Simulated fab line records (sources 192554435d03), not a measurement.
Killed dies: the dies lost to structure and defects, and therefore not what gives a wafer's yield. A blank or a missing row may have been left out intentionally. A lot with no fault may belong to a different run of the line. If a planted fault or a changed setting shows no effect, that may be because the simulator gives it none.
Chamber matching    flow n5_finfet    N5_BEOL_M13_DESCUM_15 on rie_diel-06: 3 sister chambers
The step chemistry O2, time 7.9 s. 3 wafers are shown with their chamber, then 7 later ones without.

WAFERS, EACH WITH ITS CHAMBER
wafer   chamber  showerhead_plenum_p_Torr (Torr)
L084.3  0        1.96
L091.2  1        2.17
L091.5  3        2.09

WAFERS WITHOUT THEIR CHAMBER
wafer   showerhead_plenum_p_Torr (Torr)
L091.6  2.22
L093.2  2.22
L093.4  2.17
L096.4  2.09
L096.6  2.09
L097.2  2.16
L097.6  2.09

WHICH CHAMBER EACH ONE RAN IN
wafer    from the rows above   in truth
L091.6   1                     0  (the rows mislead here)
L093.2   1                     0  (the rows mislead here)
L093.4   1                     1
L096.4   3                     3
L096.6   3                     3
L097.2   1                     1
L097.6   3                     3
Correctly placed: 5 of 7. Can't be placed from these rows: 0. Wrongly placed: 2.
How it was worked out, from the rows above alone: a wafer's distance from a chamber is the root of the sum, over the readings, of the square of ((its reading less the chamber's mean) divided by the reading's scatter). If the next closest chamber is less than 2 further off than the closest, the wafer can't be placed; otherwise it belongs to the closest. The mean given for a chamber averages the wafers shown for that chamber. The scatter (one wafer shown for each chamber): square how far every hidden wafer sits from the nearest shown wafer, average those squares and take the square root.
